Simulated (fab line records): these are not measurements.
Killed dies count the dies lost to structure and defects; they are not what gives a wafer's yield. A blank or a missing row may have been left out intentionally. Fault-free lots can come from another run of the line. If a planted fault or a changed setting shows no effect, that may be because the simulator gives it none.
Lot-split experiment || flow n5_finfet || route with 1938 steps; 7 lots, 21 wafers read

ON THE SPLIT
At N5_BEOL_M11_ETCH_41 (etches SiCN in CH3F/O2, target depth 42.6 nm, time 86 s), the setting time_s was moved away from the recipe's 86 s on 8 of the 21 wafers read, by -20.1% to +19.4%. For the rest of the wafers, this setting stayed at what the recipe calls for.

The split's own step is where the reading is taken.

THE READING
etch.depth_nm (the simulator's own value, which no gauge read), in nm, at N5_BEOL_M11_ETCH_41 (etches SiCN in CH3F/O2, target depth 42.6 nm, time 86 s). No usual value for it is given in the file. Average 32.83 nm, standard deviation 0.62 nm, over the 13 wafers here run with the recipe.

{"wafer": "L075.1", "tool, chamber at the split": "rie_diel-04, 0", "time_s as run, s": 86, "against the recipe": "recipe", "etch.depth_nm, nm": 33.24, "against lot-mates on the recipe": "-"}
{"wafer": "L075.2", "tool, chamber at the split": "rie_diel-04, 3", "time_s as run, s": 86, "against the recipe": "recipe", "etch.depth_nm, nm": 31.59, "against lot-mates on the recipe": "-"}
{"wafer": "L075.5", "tool, chamber at the split": "rie_diel-04, 2", "time_s as run, s": 86, "against the recipe": "recipe", "etch.depth_nm, nm": 31.95, "against lot-mates on the recipe": "-"}
{"wafer": "L080.1", "tool, chamber at the split": "rie_diel-01, 1", "time_s as run, s": 76.29, "against the recipe": "-11.3%", "etch.depth_nm, nm": 28.58, "against lot-mates on the recipe": -4.37}
{"wafer": "L080.3", "tool, chamber at the split": "rie_diel-01, 2", "time_s as run, s": 76.29, "against the recipe": "-11.3%", "etch.depth_nm, nm": 29.9, "against lot-mates on the recipe": -3.05}
{"wafer": "L080.4", "tool, chamber at the split": "rie_diel-01, 3", "time_s as run, s": 86, "against the recipe": "recipe", "etch.depth_nm, nm": 32.95, "against lot-mates on the recipe": "-"}
{"wafer": "L086.2", "tool, chamber at the split": "rie_diel-01, 1", "time_s as run, s": 102.7, "against the recipe": "+19.4%", "etch.depth_nm, nm": 38.44, "against lot-mates on the recipe": "+4.50"}
{"wafer": "L086.3", "tool, chamber at the split": "rie_diel-01, 3", "time_s as run, s": 102.7, "against the recipe": "+19.4%", "etch.depth_nm, nm": 38.6, "against lot-mates on the recipe": "+4.66"}
{"wafer": "L086.4", "tool, chamber at the split": "rie_diel-01, 2", "time_s as run, s": 86, "against the recipe": "recipe", "etch.depth_nm, nm": 33.94, "against lot-mates on the recipe": "-"}
{"wafer": "L087.1", "tool, chamber at the split": "rie_diel-01, 0", "time_s as run, s": 86, "against the recipe": "recipe", "etch.depth_nm, nm": 32.55, "against lot-mates on the recipe": "-"}
{"wafer": "L087.3", "tool, chamber at the split": "rie_diel-01, 3", "time_s as run, s": 93.31, "against the recipe": "+8.5%", "etch.depth_nm, nm": 35.45, "against lot-mates on the recipe": "+2.90"}
{"wafer": "L087.5", "tool, chamber at the split": "rie_diel-01, 0", "time_s as run, s": 93.31, "against the recipe": "+8.5%", "etch.depth_nm, nm": 35.34, "against lot-mates on the recipe": "+2.79"}
{"wafer": "L093.1", "tool, chamber at the split": "rie_diel-04, 1", "time_s as run, s": 86, "against the recipe": "recipe", "etch.depth_nm, nm": 32.45, "against lot-mates on the recipe": "-"}
{"wafer": "L093.4", "tool, chamber at the split": "rie_diel-04, 2", "time_s as run, s": 92.44, "against the recipe": "+7.5%", "etch.depth_nm, nm": 34.73, "against lot-mates on the recipe": "+2.32"}
{"wafer": "L093.6", "tool, chamber at the split": "rie_diel-04, 2", "time_s as run, s": 86, "against the recipe": "recipe", "etch.depth_nm, nm": 32.37, "against lot-mates on the recipe": "-"}
{"wafer": "L095.1", "tool, chamber at the split": "rie_diel-01, 1", "time_s as run, s": 86, "against the recipe": "recipe", "etch.depth_nm, nm": 33.46, "against lot-mates on the recipe": "-"}
{"wafer": "L095.4", "tool, chamber at the split": "rie_diel-01, 1", "time_s as run, s": 86, "against the recipe": "recipe", "etch.depth_nm, nm": 33.4, "against lot-mates on the recipe": "-"}
{"wafer": "L095.6", "tool, chamber at the split": "rie_diel-01, 0", "time_s as run, s": 86, "against the recipe": "recipe", "etch.depth_nm, nm": 32.74, "against lot-mates on the recipe": "-"}
{"wafer": "L097.1", "tool, chamber at the split": "rie_diel-01, 1", "time_s as run, s": 86, "against the recipe": "recipe", "etch.depth_nm, nm": 33.11, "against lot-mates on the recipe": "-"}
{"wafer": "L097.4", "tool, chamber at the split": "rie_diel-01, 3", "time_s as run, s": 68.69, "against the recipe": "-20.1%", "etch.depth_nm, nm": 25.88, "against lot-mates on the recipe": -7.22}
{"wafer": "L097.5", "tool, chamber at the split": "rie_diel-01, 1", "time_s as run, s": 86, "against the recipe": "recipe", "etch.depth_nm, nm": 33.09, "against lot-mates on the recipe": "-"}

FIT RESULTS
A straight line over all 21 wafers: etch.depth_nm changes by +0.311 nm for each +1% of time_s; r = +0.98; the points scatter about the line by 0.59 nm.
The same after taking each lot's own level away (the mean of its wafers on the recipe; 21 wafers): +0.295 nm for each +1%; r = +0.98; scatter 0.6 nm.
The reading moves by 5.9 nm for the largest change in time_s, on that fit.
Across the lots, their own levels run from 32.260 to 33.940 nm, a range of 2.7 times the standard deviation given above.
Consequently the slope shifts little with the lot-to-lot level, the two slopes agreeing.
Check: for one of the wafers moved furthest among these (-20.1%), held out of the fit, the line's prediction against its lot-mates is -5.56 nm. Against them it came out at -7.22 nm.

OTHER SPLITS APPLIED TO THESE WAFERS
Note: prior to the reading, these wafers also went through further splits. Each is held against what the fit with the lots' levels taken away leaves over:
{"other split on the same wafers": "N5_BEOL_M8_COAT_22 spin_rpm", "wafers away from the commonest value": 8, "r with etch.depth_nm (lot level and that fit taken away)": "+0.24"}
{"other split on the same wafers": "N5_BEOL_M9_ETCH_66 time_s", "wafers away from the commonest value": 10, "r with etch.depth_nm (lot level and that fit taken away)": -0.22}
{"other split on the same wafers": "N5_BEOL_M10_PEB_26 peb_time_s", "wafers away from the commonest value": 10, "r with etch.depth_nm (lot level and that fit taken away)": "+0.26"}
{"other split on the same wafers": "N5_BEOL_M10_TRENCH_ETCH_37 source_w", "wafers away from the commonest value": 7, "r with etch.depth_nm (lot level and that fit taken away)": -0.43}
{"other split on the same wafers": "N5_BEOL_M11_VIA_ETCH_34 time_s", "wafers away from the commonest value": 5, "r with etch.depth_nm (lot level and that fit taken away)": -0.18}

FILE'S OWN FIT
etch.depth_nm changes by +0.306 nm for each +1% of time_s, r = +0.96.
